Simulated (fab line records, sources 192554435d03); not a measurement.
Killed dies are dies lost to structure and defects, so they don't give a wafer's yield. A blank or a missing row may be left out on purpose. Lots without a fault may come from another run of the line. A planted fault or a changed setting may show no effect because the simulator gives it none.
Chamber matching | flow n5_finfet | N5_BEOL_M8_PECVD_70 on pecvd-04: 3 sister chambers
The step deposits SiO2 from TEOS/O2, target thk 20 nm, time 22.7 s. 3 wafers are shown with their chamber, then 7 later ones without.

WAFERS WITH THEIR CHAMBER
wafer  | chamber | throttle_valve_pct (%)
L085.6 | 1       | 23.5
L093.1 | 0       | 24.7
L093.4 | 2       | 21.5

WAFERS WITHOUT THEIR CHAMBER
wafer  | throttle_valve_pct (%)
L093.6 | 24.4
L092.2 | 23.6
L092.4 | 24.5
L092.6 | 21.4
L096.2 | 24.2
L096.3 | 21.9
L096.5 | 23.3

WHICH CHAMBER EACH WENT THROUGH
wafer  | from the rows above     | in truth
L093.6 | 0                       | 0
L092.2 | 1                       | 1
L092.4 | 0                       | 0
L092.6 | 2                       | 2
L096.2 | can't be placed: 0 or 1 | 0
L096.3 | 2                       | 2
L096.5 | 1                       | 1
Placed correctly: 6 of 7. Can't be placed from these rows: 1 (the true chamber is among the candidates in 1). Placed wrongly: 0.
How it was worked out, from the rows above alone: a wafer's distance from a chamber is the root of the sum, over the readings, of the square of ((its reading less the chamber's mean) divided by the reading's scatter). The wafer belongs to the nearest chamber; if the next one is less than 2 further off, it can't be placed. A chamber's mean is the mean of its shown wafers. The scatter: with one shown wafer a chamber, the root of the mean of the squares of how far each hidden wafer lies from its nearest shown one.
